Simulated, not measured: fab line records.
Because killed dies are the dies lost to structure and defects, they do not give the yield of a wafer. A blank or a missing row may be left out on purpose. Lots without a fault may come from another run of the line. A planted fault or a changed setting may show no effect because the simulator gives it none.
Matching of chambers / flow nandHarc / 4 sister chambers for NHARC_A_CHANNEL_FILL_D1_ALD_16 on aldHk-04
The step deposits SiO2, target thk 1.5 nm, pulse time 10 s, ald cycles 15. 27 wafers are shown with their chamber, then 12 later ones without.

## WAFERS, EACH WITH ITS CHAMBER
wafer=L077.1; chamber=0; heaterPowerW (W)=440; precursorPulseHeightRel=1.026
wafer=L077.2; chamber=2; heaterPowerW (W)=460; precursorPulseHeightRel=0.983
wafer=L077.3; chamber=1; heaterPowerW (W)=472; precursorPulseHeightRel=0.990
wafer=L077.4; chamber=3; heaterPowerW (W)=491; precursorPulseHeightRel=0.992
wafer=L077.5; chamber=3; heaterPowerW (W)=498; precursorPulseHeightRel=0.998
wafer=L077.6; chamber=0; heaterPowerW (W)=451; precursorPulseHeightRel=1.028
wafer=L079.3; chamber=0; heaterPowerW (W)=445; precursorPulseHeightRel=1.019
wafer=L079.4; chamber=3; heaterPowerW (W)=478; precursorPulseHeightRel=0.976
wafer=L079.5; chamber=3; heaterPowerW (W)=485; precursorPulseHeightRel=1.004
wafer=L080.1; chamber=0; heaterPowerW (W)=452; precursorPulseHeightRel=0.993
wafer=L080.4; chamber=1; heaterPowerW (W)=451; precursorPulseHeightRel=0.992
wafer=L080.5; chamber=2; heaterPowerW (W)=457; precursorPulseHeightRel=0.979
wafer=L081.2; chamber=3; heaterPowerW (W)=478; precursorPulseHeightRel=1.031
wafer=L081.4; chamber=1; heaterPowerW (W)=469; precursorPulseHeightRel=1.000
wafer=L081.6; chamber=0; heaterPowerW (W)=450; precursorPulseHeightRel=0.998
wafer=L082.1; chamber=0; heaterPowerW (W)=445; precursorPulseHeightRel=1.004
wafer=L082.4; chamber=2; heaterPowerW (W)=456; precursorPulseHeightRel=0.994
wafer=L082.6; chamber=0; heaterPowerW (W)=449; precursorPulseHeightRel=0.989
wafer=L085.3; chamber=2; heaterPowerW (W)=459; precursorPulseHeightRel=0.988
wafer=L085.4; chamber=1; heaterPowerW (W)=456; precursorPulseHeightRel=1.007
wafer=L085.6; chamber=0; heaterPowerW (W)=447; precursorPulseHeightRel=0.948
wafer=L089.3; chamber=1; heaterPowerW (W)=461; precursorPulseHeightRel=1.001
wafer=L089.4; chamber=0; heaterPowerW (W)=448; precursorPulseHeightRel=1.045
wafer=L089.6; chamber=0; heaterPowerW (W)=449; precursorPulseHeightRel=0.993
wafer=L091.1; chamber=0; heaterPowerW (W)=442; precursorPulseHeightRel=1.005
wafer=L091.2; chamber=2; heaterPowerW (W)=464; precursorPulseHeightRel=1.007
wafer=L091.5; chamber=3; heaterPowerW (W)=480; precursorPulseHeightRel=0.988

SIGNATURES, as means of the wafers listed above
reading=heaterPowerW; chamber 0=447.09; chamber 1=461.80; chamber 2=459.20; chamber 3=485.00; scatter within a chamber=5.95
reading=precursorPulseHeightRel; chamber 0=1.00436; chamber 1=0.99800; chamber 2=0.99020; chamber 3=0.99817; scatter within a chamber=0.0198
Rule: for each reading, subtract the chamber's mean from the wafer's reading, divide by that reading's scatter and square the result; add these up over the readings and take the root, which gives the wafer's distance from the chamber. The wafer belongs to the nearest chamber; if the next one is less than 2 further off, it can't be placed. How the scatter is found: for the shown wafers, subtract from each reading the mean of its chamber, square and add these, divide the total by (wafers less chambers), then take the root.

## WAFERS WHOSE CHAMBER IS MISSING
wafer=L096.1; heaterPowerW (W)=485; precursorPulseHeightRel=0.995
wafer=L096.3; heaterPowerW (W)=463; precursorPulseHeightRel=1.022
wafer=L096.5; heaterPowerW (W)=444; precursorPulseHeightRel=1.003
wafer=L095.2; heaterPowerW (W)=475; precursorPulseHeightRel=0.985
wafer=L095.5; heaterPowerW (W)=464; precursorPulseHeightRel=0.983
wafer=L095.6; heaterPowerW (W)=496; precursorPulseHeightRel=1.010
wafer=L094.3; heaterPowerW (W)=460; precursorPulseHeightRel=0.965
wafer=L094.4; heaterPowerW (W)=468; precursorPulseHeightRel=1.038
wafer=L094.5; heaterPowerW (W)=440; precursorPulseHeightRel=1.036
wafer=L097.1; heaterPowerW (W)=465; precursorPulseHeightRel=1.009
wafer=L097.2; heaterPowerW (W)=485; precursorPulseHeightRel=0.963
wafer=L097.5; heaterPowerW (W)=466; precursorPulseHeightRel=0.999

## THE CHAMBER EACH PASSED THROUGH
wafer=L096.1; from the rows above=3; in truth=3
wafer=L096.3; from the rows above=can't be placed: 1 or 2 or 0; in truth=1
wafer=L096.5; from the rows above=0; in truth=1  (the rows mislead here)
wafer=L095.2; from the rows above=can't be placed: 3 or 1 or 2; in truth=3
wafer=L095.5; from the rows above=can't be placed: 1 or 2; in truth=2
wafer=L095.6; from the rows above=3; in truth=3
wafer=L094.3; from the rows above=can't be placed: 2 or 1 or 0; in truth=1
wafer=L094.4; from the rows above=can't be placed: 1 or 2 or 3 or 0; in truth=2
wafer=L094.5; from the rows above=can't be placed: 0 or 2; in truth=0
wafer=L097.1; from the rows above=can't be placed: 1 or 2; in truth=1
wafer=L097.2; from the rows above=3; in truth=3
wafer=L097.5; from the rows above=can't be placed: 1 or 2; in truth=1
3 of 12 placed correctly. From these rows, 8 cannot be placed; in 8 the true chamber is one of the candidates. Placed wrongly: 1.
